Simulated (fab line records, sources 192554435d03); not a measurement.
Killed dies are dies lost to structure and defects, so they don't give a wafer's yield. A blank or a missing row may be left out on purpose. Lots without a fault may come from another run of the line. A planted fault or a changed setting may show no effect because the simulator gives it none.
A struck lot beside a sound one | flow n5_finfet | 24 steps out of a route of 1938
Sound: wafers L722.1, L722.2, L722.3. Struck: wafers L713.3, L713.5, L713.6. The cause comes at the end.
At each step with rows: each side's tool, then ch and its chambers, then its first start. Under that, the readings that differ: sound wafers | struck wafers | difference of the means | sigmas: that difference in standard deviations of wafers without a fault.
alike: readings whose means differ by less than 2 such deviations, and words and numbers that are the same on both sides. not compared: withheld readings, readings that some wafer has no value for, bounds like >300 that may hide the same value, and numbers for which the record gives no deviation and whose values overlap.
The two part at a step that has a row with sigmas, a row that says differs or no value, or rows on one side only. Numbers that don't overlap but have no deviation are shown without sigmas and don't part them. A reading that every wafer of one side lacks parts them only if that side has two wafers or more.

first, 9 steps without rows for these wafers: N5_DUMMY_GATE_COAT_28 (time 60 s, resist thk 10 nm); N5_DUMMY_GATE_COAT_09 (resist thk 30 nm); N5_DUMMY_GATE_EBR_11; N5_DUMMY_GATE_SOFTBAKE_10 (time 60 s); N5_DUMMY_GATE_EXPOSE_12 (exposes mask GATE, target cd 25 nm); N5_DUMMY_GATE_PEB_13 (peb time 60 s); N5_DUMMY_GATE_DEVELOP_14 (develop time 30 s); N5_DUMMY_GATE_DESCUM_20 (chemistry O2, time 6.2 s); N5_DUMMY_GATE_ETCH_29 (etches underlayer in N2/H2, target depth 13 nm).
N5_DUMMY_GATE_ETCH_36: etches SiARC in CF4, target depth 13 nm.
  sound on rie_diel-03 ch 0,1,2, day 7 22:40; struck on rie_diel-03 ch 2,3, day 5 16:43
  no value came back on the struck wafers for any of 8 readings (bias_w (W), cf4_flow_sccm (sccm) and others); on the sound wafers bias_w (W) reads 36.07 36.04 35.87
  reading                                         | sound          | struck       | difference | sigmas
  model.CAR-EUV_of_DUMMY_GATE_COAT_09.thk_nm (nm) | 11.6 12.2 11.2 | 18.6 18.8 19 | +7.1       |
N5_DUMMY_GATE_ETCH_37: etches SOC in N2/H2, target depth 60 nm, overetch 30 nm.
  sound on rie_diel-03 ch 0,1,2, day 7 22:42; struck on rie_diel-03 ch 2,3, day 5 16:45
  reading                     | sound          | struck         | difference | sigmas
  drypump_motor_current_A (A) | 6.42 6.01 5.41 | 4.92 4.92 5.41 | -0.86      | -3
  oes_product_au (a.u.)       | 0.61 0.71 0.55 | 0.29 0.29 0.27 | -0.34      | -6
  alike: bias_w, chamber_pressure_mTorr, rf_vpp_V, showerhead_plenum_p_Torr, throttle_valve_pct
  not compared: rf_hours_counter_h
then, 4 steps without rows for these wafers: N5_DUMMY_GATE_STRIP_38 (strips in N2/H2); N5_DUMMY_GATE_STRIP_39 (strips in N2/H2); N5_DUMMY_GATE_TRIM_49 (chemistry O2, time 29 s, target cd 14 nm); N5_DUMMY_GATE_STRIP_40 (strips in CF4).
N5_DUMMY_GATE_CD_MEAS_50: target cd 14 nm.
  sound on cd_sem-01, day 7 22:56; struck on cd_sem-02, day 5 17:10
  reading    | sound          | struck | difference                    | sigmas
  cd_nm (nm) | 13.4 13.8 13.8 | - - -  | no value on the struck wafers |
N5_DUMMY_GATE_ETCH_31: etches SiO2 in C4F6/O2, target depth 82.5 nm, time 27.5 s.
  sound on rie_diel-03 ch 1,2,3, day 7 22:59; struck on rie_diel-06 ch 1,2,3, day 5 17:12
  reading                | sound             | struck            | difference | sigmas
  oes_product_au (a.u.)  | 0.77 0.69 0.76    | 0.27 0.31 0.33    | -0.44      | -5
  throttle_valve_pct (%) | 21.17 21.28 21.47 | 20.93 20.66 20.94 | -0.46      | -2
  alike: C4F6_flow_sccm, O2_flow_sccm, drypump_motor_current_A, rf_vpp_V, showerhead_plenum_p_Torr
  not compared: rf_hours_counter_h
then, 3 steps without rows for these wafers: N5_DUMMY_GATE_STRIP_41 (strips in O2); N5_DUMMY_GATE_ETCH_32 (etches SiO2 in CF4, target depth 3.5 nm, time 3.9 s); N5_DUMMY_GATE_ETCH_23 (etches poly-Si in HBr/Cl2/O2, target depth 41 nm, time 22.3 s).
N5_DUMMY_GATE_ETCH_44: etches poly-Si in HBr/O2, stops on SiO2, target depth 127.5 nm.
  sound on rie_si-04 ch 0,1,3, day 7 23:19; struck on rie_si-03 ch 0,1,3, day 5 17:32
  reading               | sound             | struck            | difference | sigmas
  oes_product_au (a.u.) | 0.759 0.708 0.713 | 0.370 0.380 0.368 | -0.354     | -27
  alike: HBr_flow_sccm, O2_flow_sccm, drypump_motor_current_A, throttle_valve_pct
  not compared: rf_hours_counter_h
N5_DUMMY_GATE_CD_MEAS_24: target cd 15 nm.
  sound on cd_sem-03, day 7 23:26; struck on cd_sem-03, day 5 17:39
  reading    | sound          | struck | difference                    | sigmas
  cd_nm (nm) | 14.9 14.6 14.7 | - - -  | no value on the struck wafers |
N5_BEOL_M4_RC_MEAS_101:
  the record has rows for the sound wafers here (prober-01 ch 0, day 14 19:16) and none for the struck ones
-- the record jumps here: 11 days lie between the struck wafers' starts before and after (it left off in module BEOL_M4 and takes up again in module PASSIVATION, whose first step shown is number 1936 of the route) --
N5_PASSIVATION_PROBE_49:
  sound on prober-02, day 20 04:02; struck on prober-01, day 17 04:47
  reading             | sound      | struck         | difference | sigmas
  killed_at_front_end | 20 43 29   | 1120 1119 1118 | +1088      | +99 or more
  killed_dies         | 92 100 107 | 1180 1180 1180 | +1080      | +60
  killed_on_rim       | 13 8 14    | 152 152 152    | +140       | +34
  alike: killed_at_M0_to_M3, killed_at_M4_up, killed_at_contacts, killed_at_other, killed_open, killed_short

WHERE THEY PART
First at N5_DUMMY_GATE_ETCH_36; last, within this record, at N5_PASSIVATION_PROBE_49.

WHY: what the simulator had put in
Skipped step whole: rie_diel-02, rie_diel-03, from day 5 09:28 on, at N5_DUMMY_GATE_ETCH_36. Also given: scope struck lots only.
